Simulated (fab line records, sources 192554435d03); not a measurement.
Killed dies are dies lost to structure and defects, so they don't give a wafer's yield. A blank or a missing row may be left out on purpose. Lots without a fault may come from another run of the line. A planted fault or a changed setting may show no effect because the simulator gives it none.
Which tool did it? | flow n5_finfet | 18 lots, 54 wafers sampled, at 2 steps of a route of 1938

WHAT THE GAUGES READ, wafer by wafer
N5_BEOL_M0_SAQP_INSPECT_42: inspects for defects (brightfield). Usual: raw_defect_count 295, standard deviation 85.
lot  | measured     | on                | raw_defect_count | flag
L075 | day 6 07:17  | defect_inspect-02 | 312 337 204      |
L077 | day 6 11:05  | defect_inspect-01 | 241 214 195      |
L076 | day 6 11:21  | defect_inspect-02 | 118 175 229      |
L078 | day 6 17:38  | defect_inspect-02 | 311 329 220      |
L079 | day 7 02:07  | defect_inspect-01 | 368 279 226      |
L080 | day 7 05:41  | defect_inspect-02 | 326 223 222      |
L081 | day 7 12:41  | defect_inspect-02 | 177 183 227      |
L083 | day 8 03:36  | defect_inspect-01 | 194 209 240      |
L084 | day 8 10:16  | defect_inspect-01 | 247 250 310      |
L085 | day 8 21:01  | defect_inspect-02 | 308 472 330      |
L086 | day 9 01:41  | defect_inspect-01 | 318 290 397      |
L089 | day 9 13:37  | defect_inspect-02 | 316 442 342      |
L090 | day 9 19:39  | defect_inspect-02 | 347 224 288      |
L091 | day 9 22:26  | defect_inspect-01 | 318 321 307      |
L092 | day 10 07:02 | defect_inspect-02 | 305 288 300      |
L094 | day 10 22:43 | defect_inspect-02 | 302 208 288      |
L095 | day 11 01:08 | defect_inspect-01 | 292 313 383      |
L097 | day 11 13:07 | defect_inspect-02 | 531 265 410      |

WHICH TOOL RAN EACH LOT (tool, then ch and the chambers of the sampled wafers, then the start)
lot  | N5_BEOL_M0_SAQP_MANDREL2_REMOVE_110
L075 | rie_si-03 ch 1,2,3, day 6 06:46
L077 | rie_si-06 ch 1,2,3, day 6 10:27
L076 | rie_si-03 ch 0,2,3, day 6 10:43
L078 | rie_si-06 ch 0,1,2, day 6 16:59
L079 | rie_si-06 ch 0,2, day 7 01:36
L080 | rie_si-02 ch 0,2, day 7 05:10
L081 | rie_si-03 ch 0,2,3, day 7 12:10
L083 | rie_si-06 ch 1,3, day 8 02:58
L084 | rie_si-03 ch 2,3, day 8 09:38
L085 | rie_si-03 ch 1,2,3, day 8 20:23
L086 | rie_si-03 ch 0,2,3, day 9 01:09
L089 | rie_si-03 ch 0,2,3, day 9 12:59
L090 | rie_si-02 ch 0,3, day 9 19:01
L091 | rie_si-06 ch 1,2,3, day 9 21:56
L092 | rie_si-03 ch 0,3, day 10 06:32
L094 | rie_si-06 ch 0,1,3, day 10 22:13
L095 | rie_si-06 ch 0,1,3, day 11 00:30
L097 | rie_si-02 ch 0,1, day 11 12:36
- N5_BEOL_M0_SAQP_MANDREL2_REMOVE_110: chemistry HBr/Cl2/O2, target a-Si, stops on SiCN, bt time 10 s.

WHAT THE TOOLS THEMSELVES READ (means of the sampled wafers that have a number; where no wafer has one, the mark that the record gives instead)
N5_BEOL_M0_SAQP_MANDREL2_REMOVE_110. Usual: bias_w 30.00 W, standard deviation 0.093; drypump_motor_current_A 5.5 A, standard deviation 0.35; oes_product_au 1.003 a.u., standard deviation 0.013; throttle_valve_pct 36.8 %, standard deviation 0.32.
lot  | tool      | bias_w (W) | drypump_motor_current_A (A) | oes_product_au (a.u.) | throttle_valve_pct (%) | flag
L075 | rie_si-03 | 29.99      | 5.3                         | 1.015                 | 36.6                   |
L077 | rie_si-06 | 30.07      | 5.9                         | 0.995                 | 36.8                   |
L076 | rie_si-03 | 30.06      | 5.2                         | 1.001                 | 36.8                   |
L078 | rie_si-06 | 30.03      | 5.5                         | 0.990                 | 36.8                   |
L079 | rie_si-06 | 29.99      | 5.5                         | 0.993                 | 36.8                   |
L080 | rie_si-02 | 29.95      | 5.9                         | 1.017                 | 36.6                   |
L081 | rie_si-03 | 30.12      | 5.2                         | 1.008                 | 36.8                   |
L083 | rie_si-06 | 30.04      | 5.9                         | 0.994                 | 37.2                   |
L084 | rie_si-03 | 29.93      | 5.3                         | 1.012                 | 36.6                   |
L085 | rie_si-03 | 30.02      | 5.3                         | 1.004                 | 36.6                   |
L086 | rie_si-03 | 29.95      | 5.3                         | 0.996                 | 36.8                   |
L089 | rie_si-03 | 29.97      | 5.3                         | 1.011                 | 36.8                   |
L090 | rie_si-02 | 30.12      | 5.5                         | 1.022                 | 36.7                   |
L091 | rie_si-06 | 30.05      | 5.9                         | 0.988                 | 36.8                   |
L092 | rie_si-03 | 29.85      | 5.4                         | 1.007                 | 36.8                   |
L094 | rie_si-06 | 29.92      | 5.8                         | 0.996                 | 37.1                   |
L095 | rie_si-06 | 30.02      | 5.8                         | 0.996                 | 37.1                   |
L097 | rie_si-02 | 29.94      | 5.6                         | 1.013                 | 36.5                   |

THE ANSWER, worked out from the rows above alone
Rule: a lot is off if the mean of its wafers that have a number lies more than 3 standard deviations from the usual mean. A lot without any number at a reading at which 4 lots or more have one is off too. The other lots that the step has rows for count as sound. The gauges are gone through in route order, then the tools' own readings, and for those a lot's mean is taken as printed above. The first step at which some lot is off is used, and at that step the reading that is off furthest; a lot without a number counts as furthest.
No lot is off at any reading shown: from this, nothing can be told.

WHAT THE SIMULATOR HAD PUT IN
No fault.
